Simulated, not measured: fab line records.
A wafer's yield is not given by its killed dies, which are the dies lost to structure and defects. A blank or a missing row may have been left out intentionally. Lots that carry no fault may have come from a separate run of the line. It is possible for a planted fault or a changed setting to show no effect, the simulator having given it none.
One fault seen from 2 desks / flow nand-harc / only its own numbers are on each desk; what lay behind them is given at the end

TOOL OWNER'S DESK, grinder-01
The tool's own readings at NHARC_THIN_TSV_GRIND_00: means of the sampled wafers that have a number, for each lot that ran on this tool. If a lot's mean is further than 4 standard deviations from the usual mean, the lot is out of limits and carries the mark OUT (the distance appears in the brackets).
Columns: A = head-pressure-psi at NHARC_THIN_TSV_GRIND_00, usual 4.002 psi; B = motor-current-A at NHARC_THIN_TSV_GRIND_00, usual 12.002 A
lot=L403; first seen here=day 24 01:25; A=3.993; B=12.006
lot=L404; first seen here=day 24 02:13; A=4.014; B=11.988
lot=L407; first seen here=day 24 10:43; A=4.006; B=12.016
lot=L409; first seen here=day 26 07:19; A=3.999; B=12.006
lot=L410; first seen here=day 26 11:37; A=3.999; B=12.028
lot=L411; first seen here=day 27 19:26; A=4.007; B=11.996
lot=L412; first seen here=day 27 21:50; A=4.001; B=11.974
lot=L421; first seen here=day 31 04:45; A=4.002; B=11.989
lot=L424; first seen here=day 32 07:38; A=4.000; B=11.999
lot=L422; first seen here=day 32 09:44; A=4.006; B=11.998
lot=L423; first seen here=day 32 10:56; A=4.005; B=12.017
lot=L425; first seen here=day 33 04:31; A=4.001; B=12.018
lot=L426; first seen here=day 33 17:34; A=3.988; B=11.994
This desk's verdict: no lot among the 13 shows anything out of limits.

METROLOGY DESK
Means of the sampled wafers that have a number, per lot and without regard to the tool the lot ran on: this is what the gauges read. If a lot's mean is further than 4 standard deviations from the usual mean, the lot is out of limits and carries the mark OUT (the distance appears in the brackets).
Columns: A = cd-nm at NHARC_A_BONDPAD_CD_MEAS_13, usual 498.6 nm
lot=L404; first seen here=day 23 13:04; A=499.3
lot=L403; first seen here=day 23 15:44; A=499.8
lot=L407; first seen here=day 24 00:23; A=497.7
lot=L409; first seen here=day 25 19:25; A=499.3
lot=L410; first seen here=day 25 22:57; A=496.2
lot=L411; first seen here=day 27 07:46; A=499.0
lot=L412; first seen here=day 27 09:36; A=500.9
lot=L421; first seen here=day 30 15:55; A=498.0
lot=L424; first seen here=day 31 09:44; A=501.1
lot=L422; first seen here=day 31 15:50; A=499.0
lot=L423; first seen here=day 31 16:34; A=498.5
lot=L425; first seen here=day 32 16:29; A=496.5
lot=L426; first seen here=day 33 05:51; A=499.2
This desk's verdict: no lot among the 13 shows anything out of limits.

BROUGHT TOGETHER
The tool owner's desk saw nothing out of limits.
The metrology desk saw nothing out of limits.

WHAT THE SIMULATOR HAD INSERTED
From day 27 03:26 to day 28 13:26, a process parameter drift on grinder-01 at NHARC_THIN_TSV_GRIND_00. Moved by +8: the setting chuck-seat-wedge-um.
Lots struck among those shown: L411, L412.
